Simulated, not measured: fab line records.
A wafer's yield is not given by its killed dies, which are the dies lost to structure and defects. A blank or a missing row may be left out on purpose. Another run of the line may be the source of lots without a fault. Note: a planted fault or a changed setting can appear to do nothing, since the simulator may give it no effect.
Matching of chambers    flow nand-harc    NHARC_P_M2_ETCH_35 on rie-diel-01 has 4 sister chambers
The step etches the open film in N2/H2, target depth 40 nm, overetch 12 nm, time 43.94 s. 4 wafers are shown with their chamber, then 10 later ones without.

## WAFERS WITH THEIR CHAMBER
wafer   chamber  drypump-motor-current-A (A)
L081.5  1        6.3
L085.6  0        5.8
L087.1  2        5.5
L087.3  3        5.8

## WAFERS WITH NO CHAMBER GIVEN
wafer   drypump-motor-current-A (A)
L087.6  5.8
L092.3  6.3
L092.5  5.5
L092.6  6.3
L095.2  5.5
L095.3  6.4
L095.5  6.4
L096.1  6.4
L096.2  5.8
L096.3  5.5

## CHAMBER TAKEN BY EACH
wafer   from the rows above      in truth
L087.6  can't be placed: 0 or 3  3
L092.3  1                        1
L092.5  2                        2
L092.6  1                        1
L095.2  2                        2
L095.3  1                        1
L095.5  1                        1
L096.1  1                        1
L096.2  can't be placed: 0 or 3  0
L096.3  2                        2
Placed correctly: 8 of 10. Can't be placed from these rows: 2 (the true chamber is among the candidates in 2). Placed wrongly: 0.
How it was worked out, from the rows above alone: a wafer's distance from a chamber is the root of the sum, over the readings, of the square of ((its reading less the chamber's mean) divided by the reading's scatter). The wafer belongs to the nearest chamber; if the next one is less than 2 further off, it can't be placed. A chamber's mean is the mean of its shown wafers. The scatter: with one shown wafer a chamber, the root of the mean of the squares of how far each hidden wafer lies from its nearest shown one.
